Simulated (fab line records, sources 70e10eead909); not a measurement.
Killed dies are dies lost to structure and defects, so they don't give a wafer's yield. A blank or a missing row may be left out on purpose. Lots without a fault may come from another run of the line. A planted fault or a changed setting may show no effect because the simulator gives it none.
Chamber matching | flow nand_harc | NHARC_P_ZERO_WELL_ETCH_63 on rie_si-02: 4 sister chambers
The step etches the open film in HBr/Cl2, target depth 120 nm, time 40.1 s. 8 wafers are shown with their chamber, then 12 later ones without.

WAFERS WITH THEIR CHAMBER
wafer  | chamber | drypump_motor_current_A (A) | oes_product_au (a.u.)
L089.4 | 2       | 6.2                         | 1.012
L089.5 | 3       | 5.4                         | 0.998
L090.1 | 1       | 5.5                         | 0.995
L090.5 | 0       | 6.2                         | 1.003
L090.6 | 1       | 5.5                         | 0.988
L091.1 | 3       | 5.4                         | 0.996
L091.4 | 2       | 6.3                         | 1.003
L091.5 | 0       | 6.2                         | 0.999

WAFERS WITHOUT THEIR CHAMBER
wafer  | drypump_motor_current_A (A) | oes_product_au (a.u.)
L092.1 | 6.2                         | 0.999
L092.3 | 6.2                         | 1.003
L092.5 | 5.5                         | 0.988
L093.2 | 6.2                         | 1.001
L093.3 | 6.3                         | 1.001
L093.6 | 6.2                         | 0.997
L094.2 | 6.2                         | 0.997
L094.4 | 6.2                         | 1.004
L094.5 | 5.4                         | 0.988
L096.2 | 5.5                         | 0.994
L096.4 | 5.4                         | 1.007
L096.5 | 5.5                         | 0.984

WHICH CHAMBER EACH WENT THROUGH
wafer  | from the rows above     | in truth
L092.1 | can't be placed: 0 or 2 | 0
L092.3 | can't be placed: 0 or 2 | 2
L092.5 | 1                       | 1
L093.2 | 0                       | 0
L093.3 | can't be placed: 2 or 0 | 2
L093.6 | can't be placed: 0 or 2 | 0
L094.2 | can't be placed: 0 or 2 | 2
L094.4 | can't be placed: 0 or 2 | 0
L094.5 | can't be placed: 3 or 1 | 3
L096.2 | 1                       | 1
L096.4 | 3                       | 3
L096.5 | 1                       | 1
Placed correctly: 5 of 12. Can't be placed from these rows: 7 (the true chamber is among the candidates in 7). Placed wrongly: 0.
How it was worked out, from the rows above alone: a wafer's distance from a chamber is the root of the sum, over the readings, of the square of ((its reading less the chamber's mean) divided by the reading's scatter). The wafer belongs to the nearest chamber; if the next one is less than 2 further off, it can't be placed. A chamber's mean is the mean of its shown wafers. The scatter: the root of (the sum of the squares of (reading less its chamber's mean) over the shown wafers, divided by (wafers less chambers)).
